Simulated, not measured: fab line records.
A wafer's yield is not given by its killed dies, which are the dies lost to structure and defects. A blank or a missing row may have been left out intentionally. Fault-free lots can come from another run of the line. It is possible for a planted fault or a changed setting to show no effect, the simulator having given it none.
Chamber matching / flow n5Finfet / rieDiel-01 running N5_BEOL_M2_VIA_ETCH_34: 4 sister chambers
The step etches the open film in C4F6/O2, target depth 69.4 nm, time 65.9 s. 20 wafers are shown with their chamber, then 10 later ones without.

WAFERS WITH THEIR CHAMBER
wafer=L076.1; chamber=2; throttleValvePct (%)=31.20; rfVppV (V)=676; showerheadPlenumPTorr (Torr)=2.95
wafer=L076.3; chamber=0; throttleValvePct (%)=30.99; rfVppV (V)=662; showerheadPlenumPTorr (Torr)=2.88
wafer=L076.6; chamber=1; throttleValvePct (%)=30.50; rfVppV (V)=680; showerheadPlenumPTorr (Torr)=2.98
wafer=L078.2; chamber=2; throttleValvePct (%)=31.19; rfVppV (V)=677; showerheadPlenumPTorr (Torr)=2.95
wafer=L078.4; chamber=0; throttleValvePct (%)=30.99; rfVppV (V)=662; showerheadPlenumPTorr (Torr)=2.88
wafer=L078.5; chamber=2; throttleValvePct (%)=31.19; rfVppV (V)=675; showerheadPlenumPTorr (Torr)=2.95
wafer=L079.3; chamber=2; throttleValvePct (%)=31.21; rfVppV (V)=677; showerheadPlenumPTorr (Torr)=2.95
wafer=L079.4; chamber=2; throttleValvePct (%)=31.19; rfVppV (V)=675; showerheadPlenumPTorr (Torr)=2.95
wafer=L079.6; chamber=0; throttleValvePct (%)=31.00; rfVppV (V)=663; showerheadPlenumPTorr (Torr)=2.88
wafer=L081.2; chamber=1; throttleValvePct (%)=30.52; rfVppV (V)=679; showerheadPlenumPTorr (Torr)=2.97
wafer=L081.4; chamber=2; throttleValvePct (%)=31.21; rfVppV (V)=675; showerheadPlenumPTorr (Torr)=2.94
wafer=L081.5; chamber=1; throttleValvePct (%)=30.52; rfVppV (V)=680; showerheadPlenumPTorr (Torr)=2.97
wafer=L082.2; chamber=2; throttleValvePct (%)=31.21; rfVppV (V)=677; showerheadPlenumPTorr (Torr)=2.94
wafer=L082.4; chamber=0; throttleValvePct (%)=31.03; rfVppV (V)=661; showerheadPlenumPTorr (Torr)=2.87
wafer=L082.6; chamber=1; throttleValvePct (%)=30.51; rfVppV (V)=679; showerheadPlenumPTorr (Torr)=2.97
wafer=L086.1; chamber=0; throttleValvePct (%)=31.03; rfVppV (V)=662; showerheadPlenumPTorr (Torr)=2.87
wafer=L086.2; chamber=3; throttleValvePct (%)=30.41; rfVppV (V)=657; showerheadPlenumPTorr (Torr)=3.00
wafer=L086.5; chamber=3; throttleValvePct (%)=30.41; rfVppV (V)=655; showerheadPlenumPTorr (Torr)=3.00
wafer=L088.2; chamber=0; throttleValvePct (%)=31.03; rfVppV (V)=661; showerheadPlenumPTorr (Torr)=2.87
wafer=L088.3; chamber=1; throttleValvePct (%)=30.52; rfVppV (V)=680; showerheadPlenumPTorr (Torr)=2.96

SIGNATURES (averages over the wafers above)
reading=throttleValvePct; chamber 0=31.0117; chamber 1=30.5140; chamber 2=31.2000; chamber 3=30.4100; scatter within a chamber=0.0137
reading=rfVppV; chamber 0=661.83; chamber 1=679.60; chamber 2=676.00; chamber 3=656.00; scatter within a chamber=0.867
reading=showerheadPlenumPTorr; chamber 0=2.8750; chamber 1=2.9700; chamber 2=2.9471; chamber 3=3.0000; scatter within a chamber=0.00555
Rule: for a wafer and a chamber, the distance is found by dividing, reading by reading, the gap between the wafer's reading and the chamber's mean by the reading's scatter, squaring, summing and taking the root. The wafer belongs to the nearest chamber; if the next one is less than 2 further off, it can't be placed. The scatter: take each reading less its chamber's mean, square it, sum over the shown wafers, divide by the number of wafers less the number of chambers, and take the root.

WAFERS WITHOUT THEIR CHAMBER
wafer=L088.5; throttleValvePct (%)=31.04; rfVppV (V)=660; showerheadPlenumPTorr (Torr)=2.87
wafer=L091.2; throttleValvePct (%)=30.43; rfVppV (V)=656; showerheadPlenumPTorr (Torr)=3.00
wafer=L091.4; throttleValvePct (%)=31.22; rfVppV (V)=674; showerheadPlenumPTorr (Torr)=2.93
wafer=L091.6; throttleValvePct (%)=30.51; rfVppV (V)=679; showerheadPlenumPTorr (Torr)=2.96
wafer=L094.4; throttleValvePct (%)=31.03; rfVppV (V)=662; showerheadPlenumPTorr (Torr)=2.86
wafer=L094.5; throttleValvePct (%)=31.23; rfVppV (V)=677; showerheadPlenumPTorr (Torr)=2.93
wafer=L094.6; throttleValvePct (%)=30.41; rfVppV (V)=657; showerheadPlenumPTorr (Torr)=3.00
wafer=L097.1; throttleValvePct (%)=31.04; rfVppV (V)=661; showerheadPlenumPTorr (Torr)=2.86
wafer=L097.4; throttleValvePct (%)=30.55; rfVppV (V)=678; showerheadPlenumPTorr (Torr)=2.96
wafer=L097.5; throttleValvePct (%)=31.04; rfVppV (V)=662; showerheadPlenumPTorr (Torr)=2.86

EACH ONE'S CHAMBER
wafer=L088.5; from the rows above=0; in truth=0
wafer=L091.2; from the rows above=3; in truth=3
wafer=L091.4; from the rows above=2; in truth=2
wafer=L091.6; from the rows above=1; in truth=1
wafer=L094.4; from the rows above=0; in truth=0
wafer=L094.5; from the rows above=2; in truth=2
wafer=L094.6; from the rows above=3; in truth=3
wafer=L097.1; from the rows above=0; in truth=0
wafer=L097.4; from the rows above=1; in truth=1
wafer=L097.5; from the rows above=0; in truth=0
Correctly placed: 10 of 10. From these rows, 0 cannot be placed. Number placed wrongly: 0.
